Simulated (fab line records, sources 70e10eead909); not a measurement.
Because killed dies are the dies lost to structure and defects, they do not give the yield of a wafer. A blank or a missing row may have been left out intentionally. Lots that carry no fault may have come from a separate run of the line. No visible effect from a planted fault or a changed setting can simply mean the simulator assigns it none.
The tool behind it: which one? || flow nand-harc || 11 lots with 33 wafers sampled at 5 steps, on a route of 1159 steps

== WHAT THE GAUGES READ, wafer by wafer ==
NHARC_A_ONON_D1_INSPECT_32. Usual: raw-defect-count 71, standard deviation 24.
{"lot": "L623", "measured": "day 8 21:32", "on": "defect-inspect-01", "raw-defect-count": "67 76 67", "flag": ""}
{"lot": "L621", "measured": "day 9 00:55", "on": "defect-inspect-01", "raw-defect-count": "66 115 77", "flag": ""}
{"lot": "L624", "measured": "day 9 05:25", "on": "defect-inspect-02", "raw-defect-count": "71 45 44", "flag": ""}
{"lot": "L627", "measured": "day 9 20:58", "on": "defect-inspect-02", "raw-defect-count": "64 42 63", "flag": ""}
{"lot": "L629", "measured": "day 10 16:03", "on": "defect-inspect-01", "raw-defect-count": "58 39 93", "flag": ""}
{"lot": "L631", "measured": "day 11 07:36", "on": "defect-inspect-01", "raw-defect-count": "79 56 72", "flag": ""}
{"lot": "L635", "measured": "day 12 05:28", "on": "defect-inspect-01", "raw-defect-count": "75 79 76", "flag": ""}
{"lot": "L638", "measured": "day 12 13:11", "on": "defect-inspect-02", "raw-defect-count": "78 115 57", "flag": ""}
{"lot": "L640", "measured": "day 13 04:06", "on": "defect-inspect-02", "raw-defect-count": "44 61 64", "flag": ""}
{"lot": "L641", "measured": "day 13 11:50", "on": "defect-inspect-02", "raw-defect-count": "73 71 62", "flag": ""}
{"lot": "L642", "measured": "day 13 21:11", "on": "defect-inspect-01", "raw-defect-count": "34 79 42", "flag": ""}

NHARC_END_SORT_01. Usual: killed-at-array 26, standard deviation 11; killed-at-other 0.6, standard deviation 1; killed-at-periphery 3.1, standard deviation 2.1; killed-dies 30, standard deviation 11; killed-open 3.4, standard deviation 1.8; killed-short 2.1, standard deviation 1.5.
{"lot": "L627", "measured": "day 21 06:38", "on": "prober-02", "killed-at-array": "15 15 162", "killed-at-other": "0 0 1", "killed-at-periphery": "9 3 2", "killed-dies": "24 18 165", "killed-open": "3 1 3", "killed-short": "1 2 0", "flag": "OFF"}
{"lot": "L629", "measured": "day 21 22:23", "on": "prober-02", "killed-at-array": "184 25 21", "killed-at-other": "0 1 0", "killed-at-periphery": "3 7 1", "killed-dies": "187 33 22", "killed-open": "5 5 3", "killed-short": "2 5 0", "flag": "OFF"}

== WHICH TOOL RAN EACH LOT (tool, then ch and the chambers of the sampled wafers, then the start) ==
{"lot": "L623", "NHARC_A_CHANNEL_HOLE_D1_ETCH_34": "rie-diel-10 ch 1,2, day 9 01:09 or earlier", "NHARC_A_CHANNEL_HOLE_D1_ETCH_16": "rie-diel-10 ch 0,1,2, day 9 01:09", "NHARC_A_CHANNEL_HOLE_D1_ETCH_25": "har-etch-01 ch 0,1, day 9 04:40"}
{"lot": "L621", "NHARC_A_CHANNEL_HOLE_D1_ETCH_34": "rie-diel-10 ch 0,1, day 9 04:40 or earlier", "NHARC_A_CHANNEL_HOLE_D1_ETCH_16": "rie-diel-10 ch 0,1,2, day 9 04:40", "NHARC_A_CHANNEL_HOLE_D1_ETCH_25": "har-etch-02 ch 0,1, day 9 08:14"}
{"lot": "L624", "NHARC_A_CHANNEL_HOLE_D1_ETCH_34": "rie-diel-10 ch 1,2,3, day 9 08:47 or earlier", "NHARC_A_CHANNEL_HOLE_D1_ETCH_16": "rie-diel-10 ch 2,3, day 9 08:47", "NHARC_A_CHANNEL_HOLE_D1_ETCH_25": "har-etch-02 ch 0,1, day 9 12:36"}
{"lot": "L627", "NHARC_A_CHANNEL_HOLE_D1_ETCH_34": "rie-diel-10 ch 0,1, day 10 01:43 or earlier", "NHARC_A_CHANNEL_HOLE_D1_ETCH_16": "rie-diel-10 ch 0,1, day 10 01:43", "NHARC_A_CHANNEL_HOLE_D1_ETCH_25": "har-etch-02 ch 0,1, day 10 08:16"}
{"lot": "L629", "NHARC_A_CHANNEL_HOLE_D1_ETCH_34": "rie-diel-10 ch 1,2,3, day 10 22:13 or earlier", "NHARC_A_CHANNEL_HOLE_D1_ETCH_16": "rie-diel-10 ch 0,1,2, day 10 22:13", "NHARC_A_CHANNEL_HOLE_D1_ETCH_25": "har-etch-01 ch 0,1, day 11 01:54"}
{"lot": "L631", "NHARC_A_CHANNEL_HOLE_D1_ETCH_34": "rie-diel-01 ch 0,3, day 11 13:10 or earlier", "NHARC_A_CHANNEL_HOLE_D1_ETCH_16": "rie-diel-01 ch 1,2, day 11 13:10", "NHARC_A_CHANNEL_HOLE_D1_ETCH_25": "har-etch-02 ch 0,1, day 11 16:52"}
{"lot": "L635", "NHARC_A_CHANNEL_HOLE_D1_ETCH_34": "rie-diel-01 ch 0,2,3, day 12 09:01 or earlier", "NHARC_A_CHANNEL_HOLE_D1_ETCH_16": "rie-diel-01 ch 0,2, day 12 09:01", "NHARC_A_CHANNEL_HOLE_D1_ETCH_25": "har-etch-01 ch 0,1, day 12 12:35"}
{"lot": "L638", "NHARC_A_CHANNEL_HOLE_D1_ETCH_34": "rie-diel-08 ch 0,1,2, day 12 18:07 or earlier", "NHARC_A_CHANNEL_HOLE_D1_ETCH_16": "rie-diel-08 ch 1,2, day 12 18:07", "NHARC_A_CHANNEL_HOLE_D1_ETCH_25": "har-etch-01 ch 0,1, day 12 22:12"}
{"lot": "L640", "NHARC_A_CHANNEL_HOLE_D1_ETCH_34": "rie-diel-01 ch 0,2, day 13 07:49 or earlier", "NHARC_A_CHANNEL_HOLE_D1_ETCH_16": "rie-diel-01 ch 0,1,2, day 13 07:49", "NHARC_A_CHANNEL_HOLE_D1_ETCH_25": "har-etch-01 ch 0,1, day 13 11:37"}
{"lot": "L641", "NHARC_A_CHANNEL_HOLE_D1_ETCH_34": "rie-diel-01 ch 1,2,3, day 13 15:08 or earlier", "NHARC_A_CHANNEL_HOLE_D1_ETCH_16": "rie-diel-01 ch 0,1, day 13 15:08", "NHARC_A_CHANNEL_HOLE_D1_ETCH_25": "har-etch-02 ch 0,1, day 13 18:58"}
{"lot": "L642", "NHARC_A_CHANNEL_HOLE_D1_ETCH_34": "rie-diel-01 ch 0,3, day 14 01:44 or earlier", "NHARC_A_CHANNEL_HOLE_D1_ETCH_16": "rie-diel-01 ch 0,2,3, day 14 01:44", "NHARC_A_CHANNEL_HOLE_D1_ETCH_25": "har-etch-02 ch 0,1, day 14 08:28"}
- NHARC_A_CHANNEL_HOLE_D1_ETCH_34: etches the open film in CF4/CHF3, target depth 154 nm, time 77 s.
- NHARC_A_CHANNEL_HOLE_D1_ETCH_16: etches the open film in O2/COS, target depth 3100 nm, time 806 s.
- NHARC_A_CHANNEL_HOLE_D1_ETCH_25: etches the open film in C4F8/O2/Ar, time 1040.2 s, target depth 1500 nm.

== WHAT THE TOOLS THEMSELVES READ (means of the sampled wafers that have a number; where no wafer has one, the mark that the record gives instead) ==
NHARC_A_CHANNEL_HOLE_D1_ETCH_34. Usual: cf4-flow-sccm 100.00 sccm (standard deviation 0.3); drypump-motor-current-A 5.7 A (standard deviation 0.46); oes-product-au 0.951 a.u. (standard deviation 0.024); rf-vpp-V 370.4 V (standard deviation 2); run-length-s 98.4 s (standard deviation 0.39); showerhead-plenum-p-Torr 1.57 Torr (standard deviation 0.055); throttle-valve-pct 16.802 % (standard deviation 0.0086).
{"lot": "L623", "tool": "rie-diel-10", "cf4-flow-sccm (sccm)": 100.15, "drypump-motor-current-A (A)": 5.6, "oes-product-au (a.u.)": 0.977, "rf-vpp-V (V)": 372.5, "run-length-s (s)": 98.1, "showerhead-plenum-p-Torr (Torr)": 1.62, "throttle-valve-pct (%)": 16.791, "flag": ""}
{"lot": "L621", "tool": "rie-diel-10", "cf4-flow-sccm (sccm)": 99.84, "drypump-motor-current-A (A)": 5.2, "oes-product-au (a.u.)": 0.970, "rf-vpp-V (V)": 372.4, "run-length-s (s)": 98.5, "showerhead-plenum-p-Torr (Torr)": 1.63, "throttle-valve-pct (%)": 16.798, "flag": ""}
{"lot": "L624", "tool": "rie-diel-10", "cf4-flow-sccm (sccm)": 99.85, "drypump-motor-current-A (A)": 5.8, "oes-product-au (a.u.)": 0.976, "rf-vpp-V (V)": 372.0, "run-length-s (s)": 98.5, "showerhead-plenum-p-Torr (Torr)": 1.61, "throttle-valve-pct (%)": 16.801, "flag": ""}
{"lot": "L627", "tool": "rie-diel-10", "cf4-flow-sccm (sccm)": 100.25, "drypump-motor-current-A (A)": 5.3, "oes-product-au (a.u.)": 0.976, "rf-vpp-V (V)": 371.2, "run-length-s (s)": 98.3, "showerhead-plenum-p-Torr (Torr)": 1.60, "throttle-valve-pct (%)": 16.814, "flag": ""}
{"lot": "L629", "tool": "rie-diel-10", "cf4-flow-sccm (sccm)": 100.24, "drypump-motor-current-A (A)": 5.8, "oes-product-au (a.u.)": 0.969, "rf-vpp-V (V)": 372.2, "run-length-s (s)": 98.4, "showerhead-plenum-p-Torr (Torr)": 1.61, "throttle-valve-pct (%)": 16.799, "flag": ""}
{"lot": "L631", "tool": "rie-diel-01", "cf4-flow-sccm (sccm)": 100.01, "drypump-motor-current-A (A)": 5.4, "oes-product-au (a.u.)": 0.985, "rf-vpp-V (V)": 370.6, "run-length-s (s)": 98.2, "showerhead-plenum-p-Torr (Torr)": 1.55, "throttle-valve-pct (%)": 16.800, "flag": ""}
{"lot": "L635", "tool": "rie-diel-01", "cf4-flow-sccm (sccm)": 100.13, "drypump-motor-current-A (A)": 5.7, "oes-product-au (a.u.)": 0.948, "rf-vpp-V (V)": 370.4, "run-length-s (s)": 98.1, "showerhead-plenum-p-Torr (Torr)": 1.57, "throttle-valve-pct (%)": 16.811, "flag": ""}
{"lot": "L638", "tool": "rie-diel-08", "cf4-flow-sccm (sccm)": 99.96, "drypump-motor-current-A (A)": 5.8, "oes-product-au (a.u.)": 0.937, "rf-vpp-V (V)": 370.1, "run-length-s (s)": 98.5, "showerhead-plenum-p-Torr (Torr)": 1.55, "throttle-valve-pct (%)": 16.801, "flag": ""}
{"lot": "L640", "tool": "rie-diel-01", "cf4-flow-sccm (sccm)": 100.18, "drypump-motor-current-A (A)": 6.1, "oes-product-au (a.u.)": 0.921, "rf-vpp-V (V)": 370.4, "run-length-s (s)": 98.0, "showerhead-plenum-p-Torr (Torr)": 1.58, "throttle-valve-pct (%)": 16.801, "flag": ""}
{"lot": "L641", "tool": "rie-diel-01", "cf4-flow-sccm (sccm)": 100.13, "drypump-motor-current-A (A)": 5.9, "oes-product-au (a.u.)": 0.970, "rf-vpp-V (V)": 370.1, "run-length-s (s)": 98.0, "showerhead-plenum-p-Torr (Torr)": 1.54, "throttle-valve-pct (%)": 16.807, "flag": ""}
{"lot": "L642", "tool": "rie-diel-01", "cf4-flow-sccm (sccm)": 100.08, "drypump-motor-current-A (A)": 5.3, "oes-product-au (a.u.)": 0.938, "rf-vpp-V (V)": 371.7, "run-length-s (s)": 98.2, "showerhead-plenum-p-Torr (Torr)": 1.58, "throttle-valve-pct (%)": 16.800, "flag": ""}

NHARC_A_CHANNEL_HOLE_D1_ETCH_16. Usual: drypump-motor-current-A 5.8 A, standard deviation 0.48; oes-product-au 1.002 a.u., standard deviation 0.013; rf-vpp-V 313.9 V, standard deviation 1.9; run-length-s 827.3 s, standard deviation 0.41; showerhead-plenum-p-Torr 3.11 Torr, standard deviation 0.11; throttle-valve-pct 28.331 %, standard deviation 0.0084.
{"lot": "L623", "tool": "rie-diel-10", "drypump-motor-current-A (A)": 5.4, "oes-product-au (a.u.)": 1.003, "rf-vpp-V (V)": 315.1, "run-length-s (s)": 827.0, "showerhead-plenum-p-Torr (Torr)": 3.19, "throttle-valve-pct (%)": 28.328, "flag": ""}
{"lot": "L621", "tool": "rie-diel-10", "drypump-motor-current-A (A)": 5.5, "oes-product-au (a.u.)": 1.006, "rf-vpp-V (V)": 315.0, "run-length-s (s)": 827.1, "showerhead-plenum-p-Torr (Torr)": 3.19, "throttle-valve-pct (%)": 28.329, "flag": ""}
{"lot": "L624", "tool": "rie-diel-10", "drypump-motor-current-A (A)": 6.0, "oes-product-au (a.u.)": 0.993, "rf-vpp-V (V)": 314.0, "run-length-s (s)": 827.2, "showerhead-plenum-p-Torr (Torr)": 3.14, "throttle-valve-pct (%)": 28.327, "flag": ""}
{"lot": "L627", "tool": "rie-diel-10", "drypump-motor-current-A (A)": 5.2, "oes-product-au (a.u.)": 1.015, "rf-vpp-V (V)": 315.5, "run-length-s (s)": 768.2, "showerhead-plenum-p-Torr (Torr)": 3.24, "throttle-valve-pct (%)": 28.334, "flag": "OFF"}
{"lot": "L629", "tool": "rie-diel-10", "drypump-motor-current-A (A)": 5.5, "oes-product-au (a.u.)": 1.010, "rf-vpp-V (V)": 314.8, "run-length-s (s)": 767.7, "showerhead-plenum-p-Torr (Torr)": 3.18, "throttle-valve-pct (%)": 28.338, "flag": "OFF"}
{"lot": "L631", "tool": "rie-diel-01", "drypump-motor-current-A (A)": 5.9, "oes-product-au (a.u.)": 0.988, "rf-vpp-V (V)": 312.9, "run-length-s (s)": 827.2, "showerhead-plenum-p-Torr (Torr)": 3.04, "throttle-valve-pct (%)": 28.329, "flag": ""}
{"lot": "L635", "tool": "rie-diel-01", "drypump-motor-current-A (A)": 6.1, "oes-product-au (a.u.)": 0.997, "rf-vpp-V (V)": 314.5, "run-length-s (s)": 827.1, "showerhead-plenum-p-Torr (Torr)": 3.15, "throttle-valve-pct (%)": 28.324, "flag": ""}
{"lot": "L638", "tool": "rie-diel-08", "drypump-motor-current-A (A)": 5.9, "oes-product-au (a.u.)": 1.007, "rf-vpp-V (V)": 312.1, "run-length-s (s)": 827.3, "showerhead-plenum-p-Torr (Torr)": 2.96, "throttle-valve-pct (%)": 28.329, "flag": ""}
{"lot": "L640", "tool": "rie-diel-01", "drypump-motor-current-A (A)": 5.8, "oes-product-au (a.u.)": 0.996, "rf-vpp-V (V)": 314.0, "run-length-s (s)": 827.1, "showerhead-plenum-p-Torr (Torr)": 3.10, "throttle-valve-pct (%)": 28.327, "flag": ""}
{"lot": "L641", "tool": "rie-diel-01", "drypump-motor-current-A (A)": 5.4, "oes-product-au (a.u.)": 0.987, "rf-vpp-V (V)": 312.7, "run-length-s (s)": 827.4, "showerhead-plenum-p-Torr (Torr)": 3.06, "throttle-valve-pct (%)": 28.330, "flag": ""}
{"lot": "L642", "tool": "rie-diel-01", "drypump-motor-current-A (A)": 5.8, "oes-product-au (a.u.)": 1.008, "rf-vpp-V (V)": 314.2, "run-length-s (s)": 827.3, "showerhead-plenum-p-Torr (Torr)": 3.11, "throttle-valve-pct (%)": 28.323, "flag": ""}

NHARC_A_CHANNEL_HOLE_D1_ETCH_25. Usual: drypump-motor-current-A 5.6 A, standard deviation 0.45; showerhead-plenum-p-Torr 3.64 Torr, standard deviation 0.14; throttle-valve-pct 32.235 %, standard deviation 0.009.
{"lot": "L623", "tool": "har-etch-01", "drypump-motor-current-A (A)": 5.5, "showerhead-plenum-p-Torr (Torr)": 3.58, "throttle-valve-pct (%)": 32.233, "flag": ""}
{"lot": "L621", "tool": "har-etch-02", "drypump-motor-current-A (A)": 5.8, "showerhead-plenum-p-Torr (Torr)": 3.65, "throttle-valve-pct (%)": 32.240, "flag": ""}
{"lot": "L624", "tool": "har-etch-02", "drypump-motor-current-A (A)": 5.8, "showerhead-plenum-p-Torr (Torr)": 3.65, "throttle-valve-pct (%)": 32.242, "flag": ""}
{"lot": "L627", "tool": "har-etch-02", "drypump-motor-current-A (A)": 5.8, "showerhead-plenum-p-Torr (Torr)": 3.64, "throttle-valve-pct (%)": 32.230, "flag": ""}
{"lot": "L629", "tool": "har-etch-01", "drypump-motor-current-A (A)": 5.6, "showerhead-plenum-p-Torr (Torr)": 3.59, "throttle-valve-pct (%)": 32.241, "flag": ""}
{"lot": "L631", "tool": "har-etch-02", "drypump-motor-current-A (A)": 5.8, "showerhead-plenum-p-Torr (Torr)": 3.64, "throttle-valve-pct (%)": 32.235, "flag": ""}
{"lot": "L635", "tool": "har-etch-01", "drypump-motor-current-A (A)": 5.5, "showerhead-plenum-p-Torr (Torr)": 3.56, "throttle-valve-pct (%)": 32.240, "flag": ""}
{"lot": "L638", "tool": "har-etch-01", "drypump-motor-current-A (A)": 5.5, "showerhead-plenum-p-Torr (Torr)": 3.56, "throttle-valve-pct (%)": 32.229, "flag": ""}
{"lot": "L640", "tool": "har-etch-01", "drypump-motor-current-A (A)": 5.5, "showerhead-plenum-p-Torr (Torr)": 3.56, "throttle-valve-pct (%)": 32.236, "flag": ""}
{"lot": "L641", "tool": "har-etch-02", "drypump-motor-current-A (A)": 5.4, "showerhead-plenum-p-Torr (Torr)": 3.73, "throttle-valve-pct (%)": 32.228, "flag": ""}
{"lot": "L642", "tool": "har-etch-02", "drypump-motor-current-A (A)": 5.8, "showerhead-plenum-p-Torr (Torr)": 3.62, "throttle-valve-pct (%)": 32.237, "flag": ""}

== THE ANSWER, worked out from the rows above alone ==
Rule: lot off if the mean of its wafers having a number is beyond 3 standard deviations from the usual mean. A lot without any number at a reading at which 4 lots or more have one is off too. All remaining lots with rows at the step are treated as sound. Order of review: gauges by route order, followed by the tools' own readings, for which a lot's mean as printed above is used. At the first step where some lot is off, the reading lying furthest off is the one used; lots without a number count as furthest.
Off: L627, L629, at NHARC_END_SORT_01 (killed-at-array). Neither off nor sound, because the step has no rows for them: L623, L621, L624, L631, L635, L638, L640, L641, L642.
A tool fits if, at a process step before that reading, it ran every lot that is off, and no sound lot after the first of them. Not tried: the gauges at NHARC_END_SORT_01; whatever is off there is also off at NHARC_A_CHANNEL_HOLE_D1_ETCH_16, on other tools, and gauge error can't account for it. Because NHARC_A_CHANNEL_HOLE_D1_ETCH_34 lacks a start for some lots, the hours and order of its lots are taken from NHARC_A_CHANNEL_HOLE_D1_ETCH_16. One candidate fits, namely rie-diel-10 at NHARC_A_CHANNEL_HOLE_D1_ETCH_34 and NHARC_A_CHANNEL_HOLE_D1_ETCH_16. It ran no sound lot before its first lot that is off in this sample, so the start can't be narrowed down.

== WHAT THE SIMULATOR HAD INSERTED ==
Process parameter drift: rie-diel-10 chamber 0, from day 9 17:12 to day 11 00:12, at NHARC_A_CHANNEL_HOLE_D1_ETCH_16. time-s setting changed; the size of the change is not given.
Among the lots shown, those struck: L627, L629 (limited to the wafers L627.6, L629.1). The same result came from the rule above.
